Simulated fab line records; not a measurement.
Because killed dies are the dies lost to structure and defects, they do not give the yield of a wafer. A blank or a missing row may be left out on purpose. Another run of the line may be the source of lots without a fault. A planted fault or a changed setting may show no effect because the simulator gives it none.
fab line records	flow nand-harc
[record] lots = 7	wafers = 20	last-day = 33
route steps=1302 shown A_CHANNEL_HOLE_D1@455 END@1302
lots untouched by any fault: they come from a run of this same line in which no faults occurred
start-h: start of the lot's first displayed wafer, in hours after the record's first day	wait-h: time in hours since the lot's previous step	" unchanged from the row above	L1.1+2: one row covering several wafers at once	- no value, or no start was given	* or withheld: withheld	< > ~ a bound
route shown NAME@n: NAME is a module with steps in the file, n the number in the route of the first one	usual: the fault-free wafers' mean and standard deviation	same: alike in all rows	chamber/n: place in a boat	sites: per-site readings	_std_site: their standard deviation	_edge_site: outer sites' mean less inner sites'	radius-mm: for every site, how far away it sits from the centre of the wafer	mask NAME#n: copy n	behind: tool/chamber where the wafer was last shaped	hold: the reason the lot was held/the length of the hold in hours/how it ended	device: the transistor (n, p or np) that didn't switch	end of line: the tests these same wafers got at the end of their route	step lacking rows: just its recipe	killed: dies that structure and defects cost at the first sort, which is not the same as the wafer's yield	map: shows each die of a wafer: x if killed, . if not, _ if none is there
set.NAME: setting as actually run; set.NAME@STEP: the setting as run at that earlier step	model.NAME: the simulator's own value behind a step, which no gauge read
lots seen at some steps along the route; tables by step, rows by wafer
services: a tool's chamber out of use, with start hour (start-h, from the record's first day; less than 0 if before it), hours out, and reason
[[steps]]
[step NHARC_A_CHANNEL_HOLE_D1_COAT_37]
[recipe] temp-c = 225	time-s = 65
[step NHARC_A_CHANNEL_HOLE_D1_COAT_04]
[recipe] spin-rpm = 1500	resist-thk-nm = 90
[step NHARC_A_CHANNEL_HOLE_D1_SOFTBAKE_05]
[recipe] temp-c = 105	time-s = 55
[step NHARC_A_CHANNEL_HOLE_D1_EBR_06]
[step NHARC_A_CHANNEL_HOLE_D1_EXPOSE_07]
[recipe] na = 1.35	target-cd-nm = 100	sigma-outer = 0.3	dose-mj = 59.65	mask-id = HOLE_D1
[step NHARC_A_CHANNEL_HOLE_D1_PEB_08]
[recipe] peb-temp-c = 100	peb-time-s = 65
[step NHARC_A_CHANNEL_HOLE_D1_DEVELOP_09]
[recipe] develop-time-s = 35	dev-temp-c = 23
[step NHARC_A_CHANNEL_HOLE_D1_CD_MEAS_10]
[recipe] target-cd-nm = 100	landing-energy-ev = 500
[usual] cd-nm = 99.9/0.52
lot.wafer	tool	chamber	start-h	wait-h	cd-nm
L535.2	cd-sem-01	0	209.25	-	99.8
L535.4	"	0	"	"	99.8
L535.6	"	0	"	"	98.9
L543.4	cd-sem-02	0	272.73	-	100.0
L543.5	"	0	"	"	99.8
L544.4	cd-sem-02	0	291.42	-	100.3
L544.5	"	0	"	"	100.6
L544.6	"	0	"	"	99.6
L545.3	cd-sem-02	0	300.84	-	99.8
L545.4	"	0	"	"	100.0
L545.5	"	0	"	"	100.2
L547.4	cd-sem-02	0	325.06	-	99.9
L547.5	"	0	"	"	100.6
L547.6	"	0	"	"	100.3
L551.2	cd-sem-03	0	356.06	-	100.0
L551.3	"	0	"	"	99.8
L551.4	"	0	"	"	99.6
L555.1	cd-sem-01	0	399.96	-	100.2
L555.2	"	0	"	"	99.9
L555.6	"	0	"	"	100.0
[step NHARC_A_CHANNEL_HOLE_D1_OVL_MEAS_11]
[usual] overlay-x-nm = 0.3/1	overlay-y-nm = 0.2/0.99
lot.wafer	tool	chamber	start-h	wait-h	overlay-x-nm	overlay-y-nm
L535.2	overlay-01	-	209.33	-	-1.8	-0.2
L535.4	"	-	"	"	-1.3	0.1
L535.6	"	-	"	"	-1.0	-0.1
L543.4	overlay-02	-	272.81	-	-0.6	-1.0
L543.5	"	-	"	"	-0.2	-1.4
L544.4	overlay-01	-	291.50	-	-1.6	0.7
L544.5	"	-	"	"	-1.0	0.9
L544.6	"	-	"	"	-0.7	0.5
L545.3	overlay-02	-	300.92	-	-0.3	-0.4
L545.4	"	-	"	"	0.0	-0.5
L545.5	"	-	"	"	-0.1	-0.2
L547.4	overlay-01	-	325.15	-	1.0	-0.9
L547.5	"	-	"	"	0.6	-0.6
L547.6	"	-	"	"	0.3	-1.2
L551.2	overlay-02	-	356.15	-	0.4	-0.6
L551.3	"	-	"	"	0.0	-0.7
L551.4	"	-	"	"	0.2	-0.9
L555.1	overlay-02	-	400.05	-	-0.5	1.2
L555.2	"	-	"	"	-0.4	1.2
L555.6	"	-	"	"	0.3	1.5
[step NHARC_A_CHANNEL_HOLE_D1_INSPECT_12]
[usual] raw-defect-count = 6/3
lot.wafer	tool	chamber	start-h	wait-h	raw-defect-count
L535.2	defect-inspect-01	-	209.37	0.0	2
L535.4	"	-	"	"	1
L535.6	"	-	"	"	3
L543.4	defect-inspect-02	-	272.85	0.0	6
L543.5	"	-	"	"	12
L544.4	defect-inspect-02	-	291.53	0.0	4
L544.5	"	-	"	"	3
L544.6	"	-	"	"	3
L545.3	defect-inspect-02	-	300.96	0.0	7
L545.4	"	-	"	"	8
L545.5	"	-	"	"	6
L547.4	defect-inspect-02	-	325.18	0.0	5
L547.5	"	-	"	"	9
L547.6	"	-	"	"	4
L551.2	defect-inspect-01	-	356.19	0.0	2
L551.3	"	-	"	"	5
L551.4	"	-	"	"	2
L555.1	defect-inspect-02	-	400.08	0.0	6
L555.2	"	-	"	"	5
L555.6	"	-	"	"	8
[step NHARC_A_CHANNEL_HOLE_D1_DESCUM_15]
[recipe] time-s = 3	o2-flow-sccm = 200	ar-flow-sccm = 0	bias-power-w = 0	chemistry = O2
[usual] drypump-motor-current-A = 5.9/0.38	o2-flow-sccm = 200.1/0.56	oes-product-au = 1.001/0.0083	rf-vpp-V = 57.7/0.79	showerhead-plenum-p-Torr = 1.91/0.071	throttle-valve-pct = 11.313/0.0086
lot.wafer	tool	chamber	start-h	wait-h	drypump-motor-current-A	o2-flow-sccm	oes-product-au	rf-hours-counter-h	rf-vpp-V	showerhead-plenum-p-Torr	throttle-valve-pct
L535.4	rie-diel-06	0	209.44	0.1	6.0	201.9	1.010	5	57.8	1.89	11.320
L535.2	"	1	"	"	5.6	200.6	1.012	5	59.3	2.01	11.306
L535.6	"	2	"	"	5.8	200.1	0.996	-	56.3	1.84	11.315
L543.4	rie-diel-06	2	272.93	0.1	5.8	200.4	0.994	11	56.5	1.84	11.321
L543.5	"	0	"	"	6.0	200.8	1.010	-	57.5	1.89	11.320
L544.4	rie-diel-06	0	291.59	0.1	6.0	200.0	0.999	13	59.0	1.89	11.311
L544.5	"	0	"	"	6.0	200.6	0.997	-	57.9	1.89	11.291
L544.6	"	1	"	"	5.6	200.4	1.001	-	56.9	2.01	11.311
L545.4	rie-diel-06	1	301.02	0.1	5.6	199.1	1.006	13	56.7	2.01	11.314
L545.3	"	3	"	"	6.6	199.6	0.993	13	57.7	1.88	11.304
L545.5	"	0	"	"	6.0	200.7	1.009	-	57.1	1.89	11.327
L547.4	rie-diel-05	2	325.24	0.1	6.1	200.6	1.008	22	58.8	2.05	11.314
L547.6	"	2	"	"	6.1	200.4	1.000	-	59.8	2.05	11.307
L547.5	"	3	"	"	5.8	200.0	0.983	-	56.8	1.98	11.297
L551.2	rie-diel-05	3	356.25	0.1	5.9	199.9	0.986	34	56.9	1.97	11.330
L551.4	"	0	"	"	5.8	199.9	1.003	30	57.3	1.80	11.315
L551.3	"	1	"	"	6.0	199.0	1.000	29	55.3	1.82	11.312
L555.2	rie-diel-06	2	400.14	0.1	5.8	200.3	1.006	8	59.0	1.83	11.329
L555.1	"	1	"	"	5.6	199.5	0.994	9	57.0	2.00	11.320
L555.6	"	2	"	"	5.8	199.7	1.002	-	57.2	1.83	11.318
[step NHARC_A_CHANNEL_HOLE_D1_ETCH_38]
[recipe] target-depth-a = 390	over-etch-frac = 0.3	time-s = 65	ion-energy-ev = 80	cf4-flow-sccm = 150	ar-flow-sccm = 0	rf-w = 300	bias-w = 100	chemistry = CF4
[usual] bias-w = 99.99/0.29	drypump-motor-current-A = 5.9/0.38	oes-product-au = 1.000/0.009	rf-vpp-V = 151.2/1.1	showerhead-plenum-p-Torr = 1.76/0.061	throttle-valve-pct = 13.283/0.0098
lot.wafer	tool	chamber	start-h	wait-h	bias-w	drypump-motor-current-A	oes-product-au	rf-hours-counter-h	rf-vpp-V	showerhead-plenum-p-Torr	throttle-valve-pct
L535.2	rie-diel-06	2	209.53	0.1	99.87	5.8	1.016	4	150.5	1.70	13.272
L535.4	"	3	"	"	100.28	6.6	1.005	5	151.4	1.74	13.291
L535.6	"	0	"	"	99.74	6.0	1.001	-	151.5	1.75	13.271
L543.4	rie-diel-06	1	273.00	0.1	100.34	5.6	1.008	11	151.5	1.85	13.289
L543.5	"	1	"	"	100.18	5.6	0.995	-	152.2	1.85	13.288
L544.4	rie-diel-06	2	291.70	0.1	99.96	5.8	1.003	12	150.6	1.70	13.278
L544.6	"	3	"	"	100.01	6.5	1.002	-	150.0	1.74	13.288
L544.5	"	0	"	"	99.60	5.9	1.009	-	150.3	1.75	13.292
L545.3	rie-diel-06	0	301.10	0.1	99.95	6.0	1.000	14	151.0	1.75	13.294
L545.4	"	3	"	"	99.74	6.6	0.984	13	149.2	1.74	13.289
L545.5	"	1	"	"	99.96	5.6	1.005	-	152.1	1.85	13.262
L547.4	rie-diel-05	3	325.34	0.1	100.24	5.8	0.991	26	151.6	1.82	13.290
L547.6	"	1	"	"	99.88	6.1	1.001	-	150.1	1.69	13.275
L547.5	"	2	"	"	99.97	6.1	1.000	-	153.6	1.88	13.280
L551.3	rie-diel-05	2	356.33	0.1	99.83	6.1	1.004	30	154.2	1.88	13.274
L551.2	"	3	"	"	100.09	5.8	1.000	34	152.2	1.82	13.291
L551.4	"	1	"	"	100.25	6.0	0.990	29	151.0	1.68	13.275
L555.2	rie-diel-06	1	400.23	0.1	99.30	5.6	1.005	9	152.5	1.85	13.280
L555.1	"	0	"	"	99.84	6.0	0.983	8	149.9	1.74	13.284
L555.6	"	2	"	"	100.49	5.8	1.001	-	150.9	1.70	13.279
[step NHARC_A_CHANNEL_HOLE_D1_ETCH_39]
[recipe] target-depth-a = 2600	over-etch-frac = 0.3	time-s = 325	ion-energy-ev = 200	n2-flow-sccm = 150	h2-flow-sccm = 150	ar-flow-sccm = 0	rf-w = 400	bias-w = 150	chemistry = N2/H2
[usual] bias-w = 150.0/0.45	drypump-motor-current-A = 5.9/0.4	oes-product-au = 1.000/0.01	rf-vpp-V = 430.5/2.3	showerhead-plenum-p-Torr = 2.04/0.077	throttle-valve-pct = 14.171/0.0084
lot.wafer	tool	chamber	start-h	wait-h	bias-w	drypump-motor-current-A	oes-product-au	rf-hours-counter-h	rf-vpp-V	showerhead-plenum-p-Torr	throttle-valve-pct
L535.4	rie-diel-06	0	209.60	-	150.5	6.0	1.004	5	431.1	2.01	14.189
L535.2	"	3	"	"	149.9	6.5	1.000	5	429.7	2.01	14.169
L535.6	"	1	"	"	150.1	5.6	1.024	-	432.8	2.14	14.174
L543.4	rie-diel-06	3	273.13	-	150.6	6.6	0.858	11	430.7	2.00	14.163
L543.5	"	1	"	"	150.3	5.6	1.009	-	433.3	2.14	14.166
L544.4	rie-diel-06	0	291.77	-	150.4	5.9	0.874	13	428.4	2.01	14.180
L544.5	"	0	"	"	150.3	5.9	0.995	-	431.4	2.01	14.162
L544.6	"	1	"	"	150.5	5.6	0.876	-	433.1	2.14	14.164
L545.4	rie-diel-06	2	301.19	-	150.1	5.8	0.868	13	426.5	1.95	14.167
L545.3	"	1	"	"	149.7	5.6	1.011	13	433.4	2.14	14.171
L545.5	"	3	"	"	149.8	6.6	0.997	-	431.0	2.00	14.163
L547.4	rie-diel-05	2	325.42	-	150.1	6.1	0.996	22	434.5	2.19	14.172
L547.6	"	2	"	"	150.1	6.1	1.004	-	434.9	2.19	14.168
L547.5	"	3	"	"	149.3	5.9	0.965	-	432.9	2.11	14.159
L551.2	rie-diel-05	0	356.45	-	149.9	5.8	0.984	30	427.2	1.92	14.184
L551.3	"	1	"	"	150.0	6.0	0.982	29	426.2	1.93	14.180
L551.4	"	2	"	"	150.2	6.1	0.998	30	434.6	2.19	14.172
L555.1	rie-diel-06	0	400.34	-	150.3	6.0	0.990	8	430.8	2.01	14.175
L555.2	"	1	"	"	149.6	5.6	1.000	9	433.3	2.14	14.175
L555.6	"	3	"	"	150.4	6.5	0.993	-	428.4	2.00	14.175
[step NHARC_A_CHANNEL_HOLE_D1_ETCH_34]
[recipe] target-depth-a = 1540	time-s = 77	cf4-flow-sccm = 100	chf3-flow-sccm = 30	ar-flow-sccm = 0	rf-w = 500	bias-w = 200	chemistry = CF4/CHF3
[usual] bias-w = 200.0/0.66	drypump-motor-current-A = 5.9/0.4	oes-product-au = 0.947/0.023	rf-vpp-V = 370.5/2	showerhead-plenum-p-Torr = 1.57/0.055	throttle-valve-pct = 16.803/0.0093
lot.wafer	tool	chamber	start-h	wait-h	bias-w	drypump-motor-current-A	oes-product-au	rf-hours-counter-h	rf-vpp-V	showerhead-plenum-p-Torr	throttle-valve-pct
L535.2	rie-diel-06	1	-	-	200.0	5.6	0.995	5	373.9	1.65	16.813
L535.4	"	2	"	"	198.9	5.8	0.963	4	367.9	1.51	16.810
L535.6	"	0	"	"	200.9	6.0	0.981	-	369.4	1.56	16.788
L543.4	rie-diel-06	3	-	-	199.1	6.5	0.927	11	370.5	1.55	16.798
L543.5	"	1	"	"	199.8	5.6	0.944	-	373.2	1.65	16.807
L544.4	rie-diel-06	1	-	-	201.2	5.6	0.938	13	372.3	1.65	16.805
L544.5	"	3	"	"	199.0	6.6	0.917	-	371.4	1.55	16.789
L544.6	"	0	"	"	200.0	5.9	0.927	-	370.4	1.55	16.814
L545.4	rie-diel-06	1	-	-	199.5	5.6	0.936	13	374.7	1.65	16.797
L545.3	"	2	"	"	199.3	5.8	0.928	13	368.5	1.51	16.804
L545.5	"	2	"	"	200.2	5.8	0.923	-	367.9	1.51	16.799
L547.4	rie-diel-05	0	-	-	200.6	5.8	0.919	23	367.4	1.49	16.792
L547.6	"	0	"	"	200.9	5.8	0.911	-	368.1	1.49	16.803
L547.5	"	1	"	"	200.0	6.0	0.919	-	368.2	1.50	16.812
L551.2	rie-diel-05	0	-	-	199.4	5.8	0.957	30	368.2	1.49	16.824
L551.4	"	1	"	"	200.1	6.0	0.980	29	368.2	1.50	16.802
L551.3	"	3	"	"	200.8	5.8	0.956	34	369.5	1.62	16.820
L555.1	rie-diel-06	2	-	-	200.0	5.8	0.924	8	368.4	1.51	16.803
L555.2	"	0	"	"	199.9	5.9	0.909	8	368.9	1.55	16.803
L555.6	"	1	"	"	200.8	5.6	0.908	-	372.8	1.64	16.808
[step NHARC_END_SORT_01]
[recipe] temp-c = 25
[usual] killed-at-array = 54/18	killed-at-other = 0.7/0.87	killed-at-periphery = 3.7/2.5	killed-dies = 59/19	killed-open = 3.3/2	killed-short = 2.6/1.6
[same] gross-dies = 677
lot.wafer	tool	chamber	start-h	wait-h	killed-at-array	killed-at-other	killed-at-periphery	killed-dies	killed-open	killed-short
L535.2	prober-02	0	622.65	2.8	41	1	0	42	2	3
L535.4	prober-02	0	624.26	3.4	37	1	2	40	3	4
L535.6	prober-02	0	625.86	4.0	41	1	1	43	4	2
L544.4	prober-02	0	692.31	5.4	33	1	3	37	1	4
L544.5	prober-02	0	693.13	5.7	17	0	3	20	4	1
L544.6	prober-02	0	693.95	6.0	13	0	3	16	3	0
L547.4	prober-01	0	702.64	3.4	59	0	6	65	3	1
L547.5	prober-01	0	703.44	3.7	57	0	3	60	2	5
L547.6	prober-01	0	704.23	4.0	59	1	3	63	2	5
L555.1	prober-01	0	779.22	2.5	37	0	3	40	4	2
L555.2	prober-01	0	780.01	2.8	33	0	4	37	1	3
L555.6	prober-01	0	783.19	4.0	36	1	4	41	5	7
// killed by level:class
L535.2 A_SLIT:chamber-film-flake=25 A_CHANNEL_HOLE_D1:chamber-film-flake=3 A_CHANNEL_HOLE_D2:chamber-film-flake=3 A_CONTACT:chamber-film-flake=3 A_ONON_D1:geometric-particle:short=1 A_CHANNEL_FILL_D1:geometric-particle:short=1 A_DECK1_JOINT:geometric-particle:short=1 A_CHANNEL_FILL_D2:geometric-particle:open=1
L535.4 A_SLIT:chamber-film-flake=21 A_CHANNEL_HOLE_D2:chamber-film-flake=6 A_CONTACT:chamber-film-flake=3 P_M0:geometric-particle:open=1 P_M0:geometric-particle:short=1 A_DECK1_JOINT:geometric-particle:open=1 A_SGD_CUT:geometric-particle:short=1 A_WL_FILL:geometric-particle:short=1
L535.6 A_SLIT:chamber-film-flake=23 A_CHANNEL_HOLE_D2:chamber-film-flake=7 A_CONTACT:chamber-film-flake=4 A_M0:geometric-particle:short=2 P_M0:geometric-particle:open=1 A_ONON_D1:geometric-particle:open=1 A_DECK1_JOINT:geometric-particle:open=1 A_M0:geometric-particle:open=1
L544.4 A_CHANNEL_HOLE_D1:chamber-film-flake=8 A_SLIT:chamber-film-flake=6 A_CONTACT:chamber-film-flake=5 A_DECK1_JOINT:chamber-film-flake=3 A_CHANNEL_HOLE_D1:area-etch=3 P_ZERO_WELL:chamber-film-flake=2 A_CHANNEL_HOLE_D2:chamber-film-flake=2 P_GATE:geometric-particle:short=1
L544.5 A_CHANNEL_HOLE_D1:chamber-film-flake=4 P_GATE:chamber-film-flake=3 A_SLIT:chamber-film-flake=3 A_ONON_D1:geometric-particle:open=1 A_CHANNEL_FILL_D1:geometric-particle:open=1 A_ONON_D2:geometric-particle:open=1 A_BLC:geometric-particle:open=1 A_BLC:geometric-particle:short=1
L544.6 A_CONTACT:chamber-film-flake=6 P_GATE:chamber-film-flake=2 A_SLIT:chamber-film-flake=2 P_CONTACT:geometric-particle:open=1 A_ONON_D2:geometric-particle:open=1 A_M0:geometric-particle:open=1 A_STAIRCASE:chamber-film-flake=1 A_CHANNEL_HOLE_D1:chamber-film-flake=1
L547.4 A_CHANNEL_HOLE_D1:chamber-film-flake=32 A_CHANNEL_HOLE_D2:chamber-film-flake=20 P_BONDPAD:chamber-film-flake=3 A_STAIRCASE:chamber-film-flake=2 P_GATE:geometric-particle:open=1 A_ONON_D1:geometric-particle:short=1 A_ONON_D1:geometric-particle:open=1 A_BLC:geometric-particle:open=1
L547.5 A_CHANNEL_HOLE_D1:chamber-film-flake=24 A_CHANNEL_HOLE_D2:chamber-film-flake=16 A_SLIT:chamber-film-flake=5 A_M0:chamber-film-flake=3 A_M0:geometric-particle:short=2 A_STAIRCASE:chamber-film-flake=2 P_CONTACT:geometric-particle:short=1 A_DECK1_JOINT:geometric-particle:short=1
L547.6 A_CHANNEL_HOLE_D1:chamber-film-flake=30 A_CHANNEL_HOLE_D2:chamber-film-flake=17 A_STAIRCASE:chamber-film-flake=4 P_BONDPAD:chamber-film-flake=2 A_CHANNEL_FILL_D2:chamber-film-flake=2 A_ONON_D2:geometric-particle:open=1 A_CHANNEL_FILL_D2:geometric-particle:short=1 A_SGD_CUT:geometric-particle:open=1
L555.1 A_CONTACT:chamber-film-flake=18 A_SLIT:chamber-film-flake=7 A_STAIRCASE:chamber-film-flake=5 P_CONTACT:geometric-particle:open=2 A_CHANNEL_HOLE_D1:chamber-film-flake=2 A_CHANNEL_FILL_D1:chamber-film-flake=2 P_M1:geometric-particle:open=1 A_SOURCE_PLATE:geometric-particle:short=1
L555.2 A_CONTACT:chamber-film-flake=14 A_STAIRCASE:chamber-film-flake=7 A_SLIT:chamber-film-flake=5 A_CHANNEL_FILL_D1:chamber-film-flake=4 P_CONTACT:geometric-particle:open=1 P_M2:geometric-particle:short=1 A_DECK1_JOINT:geometric-particle:short=1 A_CHANNEL_FILL_D2:geometric-particle:short=1
L555.6 A_CONTACT:chamber-film-flake=14 A_SLIT:chamber-film-flake=9 A_CHANNEL_FILL_D2:geometric-particle:short=3 A_CHANNEL_FILL_D1:chamber-film-flake=3 A_STAIRCASE:chamber-film-flake=2 P_GATE:geometric-particle:open=1 P_CONTACT:geometric-particle:open=1 P_M0:geometric-particle:short=1
[[services]]
tool	chamber	start-h	hours	kind
rie-diel-06	2	187.04	6.6	repair
rie-diel-06	0	188.35	-	clean
rie-diel-06	1	188.35	-	clean
rie-diel-06	3	188.35	-	clean
rie-diel-06	0	212.85	-	clean
rie-diel-06	1	212.85	-	clean
rie-diel-06	2	212.85	-	clean
rie-diel-06	3	212.85	-	clean
rie-diel-06	3	224.66	6.1	repair
rie-diel-05	-	229.76	9.0	pm
rie-diel-06	0	237.35	-	clean
rie-diel-06	1	237.35	-	clean
rie-diel-06	2	237.35	-	clean
rie-diel-06	3	237.35	-	clean
rie-diel-06	0	261.85	-	clean
rie-diel-06	1	261.85	-	clean
rie-diel-06	2	261.85	-	clean
rie-diel-06	3	261.85	-	clean
rie-diel-05	2	274.22	6.2	repair
rie-diel-05	1	277.89	1.8	repair
rie-diel-06	0	286.35	-	clean
rie-diel-05	0	296.74	6.2	repair
rie-diel-06	-	307.35	9.0	pm
rie-diel-06	2	385.34	11.2	repair
[[key]]
[first-sign] step = NHARC_A_CHANNEL_HOLE_D1_ETCH_39	reading = oes-product-au	direction = down	sigmas = 13	usual = 1.000	struck = 0.869
effect none on later readings
met-at NHARC_A_CHANNEL_HOLE_D1_ETCH_39
struck-wafers L543.4,L544.4,L544.6,L545.4
sort-left-out L543.4,L545.4
tester-left-out L543,L544,L545
onset-between 209.60 273.13
[fault] kind = process-parameter-drift	tool = rie-diel-06	chamber = -	onset-h = 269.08	steps = NHARC_A_CHANNEL_HOLE_D1_ETCH_39	channel = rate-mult	offset = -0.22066	shape = step	end-h = 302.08	scope = struck-wafers-only
// tester-left-out: of these lots the tester's yield and bins aren't shown, on N5 and GAA mostly nor the transistor test; their killed dies are dies lost to structure and defects alone, not to doping, threshold or leakage, so they don't give the yield
// sort-left-out: the simulated sort isn't trusted on such a fault, so these wafers' sort isn't shown, and their yield isn't known
